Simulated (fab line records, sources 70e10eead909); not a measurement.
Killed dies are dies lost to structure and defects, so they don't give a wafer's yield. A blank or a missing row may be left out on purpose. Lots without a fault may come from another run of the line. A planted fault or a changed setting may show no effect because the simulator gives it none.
Chamber matching | flow nand_harc | NHARC_A_WL_FILL_ALD_19 on ald_metal-03: 4 sister chambers
The step deposits TiN, target thk 2 nm, pulse time 3 s, ald cycles 100. 4 wafers are shown with their chamber, then 8 later ones without.

WAFERS WITH THEIR CHAMBER
wafer  | chamber | heater_power_outer_w (W)
L085.1 | 3       | 740
L085.6 | 0       | 481
L091.5 | 1       | 622
L086.1 | 2       | 696

WAFERS WITHOUT THEIR CHAMBER
wafer  | heater_power_outer_w (W)
L086.2 | 740
L086.4 | 638
L092.2 | 481
L092.4 | 688
L092.5 | 679
L094.1 | 618
L094.3 | 496
L094.5 | 690

WHICH CHAMBER EACH WENT THROUGH
wafer  | from the rows above | in truth
L086.2 | 3                   | 3
L086.4 | 1                   | 1
L092.2 | 0                   | 0
L092.4 | 2                   | 2
L092.5 | 2                   | 2
L094.1 | 1                   | 1
L094.3 | 0                   | 0
L094.5 | 2                   | 2
Placed correctly: 8 of 8. Can't be placed from these rows: 0. Placed wrongly: 0.
How it was worked out, from the rows above alone: a wafer's distance from a chamber is the root of the sum, over the readings, of the square of ((its reading less the chamber's mean) divided by the reading's scatter). The wafer belongs to the nearest chamber; if the next one is less than 2 further off, it can't be placed. A chamber's mean is the mean of its shown wafers. The scatter: with one shown wafer a chamber, the root of the mean of the squares of how far each hidden wafer lies from its nearest shown one.
